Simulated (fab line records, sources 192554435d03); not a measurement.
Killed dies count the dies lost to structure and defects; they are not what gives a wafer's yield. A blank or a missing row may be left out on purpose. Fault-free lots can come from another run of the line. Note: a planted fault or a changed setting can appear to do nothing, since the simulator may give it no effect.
Chamber matching -- flow n5 finfet -- rie diel-05 running N5_BEOL_M15_DESCUM_15: 4 sister chambers
The step chemistry O2, time 7.9 s. 4 wafers are shown with their chamber, then 7 later ones without.

== WAFERS, EACH WITH ITS CHAMBER ==
wafer,chamber,drypump motor current A (A)
L083.4,3,5.96
L086.3,1,5.78
L088.1,2,5.32
L088.3,0,5.51

== WAFERS WITHOUT THEIR CHAMBER ==
wafer,drypump motor current A (A)
L088.4,5.32
L093.1,5.94
L093.2,5.77
L093.5,5.77
L095.4,5.76
L095.5,5.76
L095.6,5.51

== THE CHAMBER EACH PASSED THROUGH ==
wafer,from the rows above,in truth
L088.4,2,2
L093.1,3,3
L093.2,1,1
L093.5,1,1
L095.4,1,1
L095.5,1,1
L095.6,0,0
Correctly placed: 7 of 7. Number that these rows cannot place: 0. Placed wrongly: 0.
How it was worked out, from the rows above alone: a wafer's distance from a chamber is the root of the sum, over the readings, of the square of ((its reading less the chamber's mean) divided by the reading's scatter). If the next closest chamber is less than 2 further off than the closest, the wafer can't be placed; otherwise it belongs to the closest. The mean given for a chamber averages the wafers shown for that chamber. The scatter: with one shown wafer a chamber, the root of the mean of the squares of how far each hidden wafer lies from its nearest shown one.
